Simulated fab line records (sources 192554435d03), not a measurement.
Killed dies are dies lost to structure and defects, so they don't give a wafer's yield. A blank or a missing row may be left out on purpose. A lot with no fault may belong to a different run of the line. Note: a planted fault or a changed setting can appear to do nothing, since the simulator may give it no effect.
Which tool did it? | flow n5Finfet | 24 lots with 72 wafers sampled at 4 steps, on a route of 1938 steps

== WHAT THE GAUGES SHOWED, per wafer ==
N5_MOL_CONTACT_COAG_OVL_MEAS_41. Usual: for VD_OVL the level is 0.0 nm and the standard deviation is 0.68.
lot  | measured     | on         | VD_OVL (nm)    | flag
L074 | day 5 05:29  | overlay-02 | -1.2 -0.5 -0.2 | 
L075 | day 5 13:06  | overlay-01 | -0.4 0.6 0.5   | 
L076 | day 5 16:00  | overlay-01 | -0.2 0.2 -0.4  | 
L077 | day 6 06:23  | overlay-01 | 0.0 0.2 0.7    | 
L078 | day 6 08:14  | overlay-01 | 0.5 0.9 0.4    | 
L079 | day 7 00:14  | overlay-01 | -0.7 -0.4 -1.0 | 
L080 | day 7 02:44  | overlay-01 | 0.6 -0.2 -1.0  | 
L081 | day 7 08:34  | overlay-01 | -0.2 -0.3 0.3  | 
L082 | day 7 13:46  | overlay-01 | -1.2 -0.7 -1.1 | 
L083 | day 7 19:08  | overlay-01 | -0.7 -0.9 -0.5 | 
L084 | day 8 08:11  | overlay-02 | 0.6 0.6 0.5    | 
L085 | day 8 11:59  | overlay-02 | 0.5 0.2 0.4    | 
L086 | day 8 20:35  | overlay-01 | 0.4 -0.7 0.1   | 
L087 | day 8 23:21  | overlay-02 | -1.2 0.6 0.3   | 
L088 | day 9 01:29  | overlay-01 | 0.5 -0.3 0.8   | 
L089 | day 9 11:17  | overlay-01 | 0.6 1.7 -0.1   | 
L090 | day 9 12:13  | overlay-02 | -0.1 0.3 -0.7  | 
L091 | day 9 20:11  | overlay-01 | 1.1 0.9 -0.6   | 
L092 | day 10 01:12 | overlay-02 | 0.0 0.1 0.0    | 
L093 | day 10 11:20 | overlay-01 | -0.4 0.1 -0.3  | 
L095 | day 10 20:18 | overlay-02 | 0.2 0.8 0.3    | 
L097 | day 10 23:19 | overlay-01 | -0.1 -0.7 0.1  | 
L094 | day 11 03:28 | overlay-01 | 0.2 -0.3 0.9   | 
L096 | day 11 03:18 | overlay-02 | 0.2 1.2 0.9    | 

== WHICH TOOL RAN EACH LOT (tool, then ch and the chambers of the sampled wafers, then the start) ==
lot  | N5_MOL_CONTACT_COAG_TI_SIL_19 | N5_MOL_CONTACT_COAG_ETCHBACK_132  | N5_MOL_CONTACT_COAG_STRIP_119
L074 | pvdSputter-01, day 4 18:12    | rieDiel-04 ch 0,2, day 5 04:37    | plasmaAsher-02 ch 0,1, day 5 04:59
L075 | pvdSputter-01, day 5 04:16    | rieDiel-04 ch 0,2, day 5 12:08    | plasmaAsher-01 ch 0, day 5 12:28
L076 | pvdSputter-01, day 5 04:49    | rieDiel-02 ch 1,2, day 5 15:10    | plasmaAsher-01 ch 0,1, day 5 15:30
L077 | pvdSputter-03, day 5 14:59    | rieDiel-04 ch 0,3, day 6 05:26    | plasmaAsher-01 ch 0,1, day 6 05:47
L078 | pvdSputter-03, day 5 17:13    | rieDiel-04 ch 0,2,3, day 6 07:23  | plasmaAsher-01 ch 0,1, day 6 07:44
L079 | pvdSputter-03, day 6 01:44    | rieDiel-02 ch 1,2,3, day 6 23:23  | plasmaAsher-01 ch 0,1, day 6 23:44
L080 | pvdSputter-03, day 6 05:11    | rieDiel-05 ch 1,3, day 7 01:54    | plasmaAsher-02 ch 0,1, day 7 02:14
L081 | pvdSputter-03, day 6 23:52    | rieDiel-05 ch 0,2,3, day 7 07:44  | plasmaAsher-01 ch 0,1, day 7 08:04
L082 | pvdSputter-02, day 7 01:46    | rieDiel-04 ch 0,2, day 7 12:44    | plasmaAsher-02 ch 0,1, day 7 13:06
L083 | pvdSputter-02, day 7 08:29    | rieDiel-04 ch 0,2,3, day 7 18:17  | plasmaAsher-01 ch 0,1, day 7 18:38
L084 | pvdSputter-02, day 7 18:54    | rieDiel-04 ch 0,1, day 8 07:20    | plasmaAsher-02 ch 0,1, day 8 07:42
L085 | pvdSputter-01, day 8 02:37    | rieDiel-04 ch 0,1, day 8 11:08    | plasmaAsher-01 ch 0,1, day 8 11:29
L086 | pvdSputter-02, day 8 10:03    | rieDiel-04 ch 0,1,2, day 8 19:37  | plasmaAsher-01 ch 0,1, day 8 19:58
L087 | pvdSputter-03, day 8 11:47    | rieDiel-05 ch 1,2, day 8 22:30    | plasmaAsher-02 ch 0,1, day 8 22:52
L088 | pvdSputter-01, day 8 16:49    | rieDiel-02 ch 0,1,3, day 9 00:38  | plasmaAsher-01 ch 0,1, day 9 00:59
L089 | pvdSputter-01, day 8 23:58    | rieDiel-02 ch 2,3, day 9 10:26    | plasmaAsher-02 ch 0,1, day 9 10:46
L090 | pvdSputter-03, day 9 01:17    | rieDiel-02 ch 0,3, day 9 11:22    | plasmaAsher-01 ch 0,1, day 9 11:42
L091 | pvdSputter-02, day 9 11:44    | rieDiel-02 ch 0,2,3, day 9 19:19  | plasmaAsher-02 ch 0,1, day 9 19:40
L092 | pvdSputter-01, day 9 14:50    | rieDiel-02 ch 1,2,3, day 10 00:14 | plasmaAsher-01 ch 0,1, day 10 00:35
L093 | pvdSputter-01, day 10 00:58   | rieDiel-04 ch 0,1,2, day 10 10:29 | plasmaAsher-02 ch 0,1, day 10 10:51
L095 | pvdSputter-02, day 10 11:33   | rieDiel-04 ch 1,2, day 10 19:28   | plasmaAsher-01 ch 0,1, day 10 19:48
L097 | pvdSputter-03, day 10 12:46   | rieDiel-05 ch 0,2,3, day 10 22:19 | plasmaAsher-02 ch 0,1, day 10 22:39
L094 | pvdSputter-02, day 10 17:16   | rieDiel-04 ch 2,3, day 11 02:37   | plasmaAsher-02 ch 0,1, day 11 02:58
L096 | pvdSputter-03, day 10 17:26   | rieDiel-05 ch 0,2,3, day 11 02:20 | plasmaAsher-01 ch 0,1, day 11 02:41
- N5_MOL_CONTACT_COAG_TI_SIL_19: material Ti, target thk 4.2 nm, time 15 s.
- N5_MOL_CONTACT_COAG_ETCHBACK_132: etches SiO2 in CHF3, target depth 10 nm, time 6.7 s.
- N5_MOL_CONTACT_COAG_STRIP_119: strips in N2/H2, time 30 s.

== WHAT THE TOOLS THEMSELVES READ (means of the sampled wafers that have a number; where no wafer has one, the mark that the record gives instead) ==
N5_MOL_CONTACT_COAG_TI_SIL_19. Usual: throttleValvePct 29.9 %, standard deviation 1.
lot  | tool          | throttleValvePct (%) | flag
L074 | pvdSputter-01 | 29.7                 | 
L075 | pvdSputter-01 | 30.0                 | 
L076 | pvdSputter-01 | 30.5                 | 
L077 | pvdSputter-03 | 30.5                 | 
L078 | pvdSputter-03 | 29.8                 | 
L079 | pvdSputter-03 | 29.8                 | 
L080 | pvdSputter-03 | 30.2                 | 
L081 | pvdSputter-03 | 29.9                 | 
L082 | pvdSputter-02 | 30.4                 | 
L083 | pvdSputter-02 | 30.4                 | 
L084 | pvdSputter-02 | 29.3                 | 
L085 | pvdSputter-01 | 30.0                 | 
L086 | pvdSputter-02 | 29.7                 | 
L087 | pvdSputter-03 | 29.9                 | 
L088 | pvdSputter-01 | 30.0                 | 
L089 | pvdSputter-01 | 29.5                 | 
L090 | pvdSputter-03 | 30.2                 | 
L091 | pvdSputter-02 | 30.4                 | 
L092 | pvdSputter-01 | 30.0                 | 
L093 | pvdSputter-01 | 29.9                 | 
L095 | pvdSputter-02 | 29.3                 | 
L097 | pvdSputter-03 | 30.3                 | 
L094 | pvdSputter-02 | 29.1                 | 
L096 | pvdSputter-03 | 30.1                 | 

N5_MOL_CONTACT_COAG_ETCHBACK_132. Usual: drypumpMotorCurrentA 5.8 A, standard deviation 0.43; oesProductAu 0.73 a.u., standard deviation 0.055; rfVppV 526 V, standard deviation 4.9; showerheadPlenumPTorr 2.40 Torr, standard deviation 0.046; throttleValvePct 18.73 %, standard deviation 0.14.
lot  | tool       | drypumpMotorCurrentA (A) | oesProductAu (a.u.) | rfVppV (V) | showerheadPlenumPTorr (Torr) | throttleValvePct (%) | flag
L074 | rieDiel-04 | 6.2                      | 0.74                | 525        | 2.37                         | 18.63                | 
L075 | rieDiel-04 | 6.1                      | 0.74                | 525        | 2.37                         | 18.64                | 
L076 | rieDiel-02 | 5.2                      | 0.76                | 530        | 2.39                         | 18.90                | 
L077 | rieDiel-04 | 5.8                      | 0.69                | 521        | 2.39                         | 18.69                | 
L078 | rieDiel-04 | 5.9                      | 0.71                | 521        | 2.40                         | 18.70                | 
L079 | rieDiel-02 | 5.5                      | 0.73                | 531        | 2.41                         | 18.87                | 
L080 | rieDiel-05 | 6.0                      | 0.84                | 528        | 2.38                         | 18.47                | 
L081 | rieDiel-05 | 5.8                      | 0.75                | 523        | 2.41                         | 18.65                | 
L082 | rieDiel-04 | 6.1                      | 0.71                | 525        | 2.36                         | 18.62                | 
L083 | rieDiel-04 | 5.8                      | 0.71                | 521        | 2.39                         | 18.73                | 
L084 | rieDiel-04 | 5.8                      | 0.69                | 525        | 2.39                         | 18.65                | 
L085 | rieDiel-04 | 5.6                      | 0.69                | 528        | 2.42                         | 18.68                | 
L086 | rieDiel-04 | 5.8                      | 0.71                | 527        | 2.39                         | 18.69                | 
L087 | rieDiel-05 | 6.1                      | 0.81                | 527        | 2.34                         | 18.47                | 
L088 | rieDiel-02 | 5.9                      | 0.76                | 531        | 2.41                         | 18.78                | 
L089 | rieDiel-02 | 5.2                      | 0.73                | 530        | 2.39                         | 18.94                | 
L090 | rieDiel-02 | 6.1                      | 0.80                | 529        | 2.42                         | 18.71                | 
L091 | rieDiel-02 | 5.6                      | 0.76                | 529        | 2.40                         | 18.82                | 
L092 | rieDiel-02 | 5.5                      | 0.71                | 531        | 2.40                         | 18.92                | 
L093 | rieDiel-04 | 5.8                      | 0.70                | 526        | 2.38                         | 18.70                | 
L095 | rieDiel-04 | 5.9                      | 0.71                | 527        | 2.39                         | 18.73                | 
L097 | rieDiel-05 | 5.8                      | 0.72                | 523        | 2.40                         | 18.71                | 
L094 | rieDiel-04 | 5.9                      | 0.70                | 522        | 2.38                         | 18.81                | 
L096 | rieDiel-05 | 5.7                      | 0.72                | 524        | 2.40                         | 18.69                | 

N5_MOL_CONTACT_COAG_STRIP_119. Usual: drypumpMotorCurrentA 5.23 A, standard deviation 0.22; heaterPowerW 342 W, standard deviation 20.
lot  | tool           | drypumpMotorCurrentA (A) | heaterPowerW (W) | flag
L074 | plasmaAsher-02 | 5.38                     | 355              | 
L075 | plasmaAsher-01 | 5.38                     | 347              | 
L076 | plasmaAsher-01 | 5.20                     | 338              | 
L077 | plasmaAsher-01 | 5.23                     | 336              | 
L078 | plasmaAsher-01 | 5.22                     | 336              | 
L079 | plasmaAsher-01 | 5.21                     | 335              | 
L080 | plasmaAsher-02 | 5.33                     | 360              | 
L081 | plasmaAsher-01 | 5.23                     | 338              | 
L082 | plasmaAsher-02 | 5.37                     | 356              | 
L083 | plasmaAsher-01 | 5.20                     | 333              | 
L084 | plasmaAsher-02 | 5.35                     | 363              | 
L085 | plasmaAsher-01 | 5.08                     | 321              | 
L086 | plasmaAsher-01 | 5.23                     | 336              | 
L087 | plasmaAsher-02 | 5.34                     | 360              | 
L088 | plasmaAsher-01 | 5.21                     | 339              | 
L089 | plasmaAsher-02 | 5.38                     | 353              | 
L090 | plasmaAsher-01 | 5.06                     | 325              | 
L091 | plasmaAsher-02 | 5.37                     | 359              | 
L092 | plasmaAsher-01 | 5.06                     | 322              | 
L093 | plasmaAsher-02 | 5.35                     | 361              | 
L095 | plasmaAsher-01 | 5.22                     | 336              | 
L097 | plasmaAsher-02 | 5.36                     | 350              | 
L094 | plasmaAsher-02 | 5.34                     | 354              | 
L096 | plasmaAsher-01 | 5.04                     | 324              | 

== THE ANSWER, worked out from the rows above alone ==
Rule: lot off if the mean of its wafers having a number is beyond 3 standard deviations from the usual mean. A lot without any number at a reading at which 4 lots or more have one is off too. Any other lot the step has rows for is counted as sound. The gauges are gone through in route order, then the tools' own readings, and for those a lot's mean is taken as printed above. At the first step where some lot is off, the reading lying furthest off is the one used; lots without a number count as furthest.
Across all readings shown, no lot is off: no conclusion can be drawn from this.

== WHAT THE SIMULATOR HAD INSERTED ==
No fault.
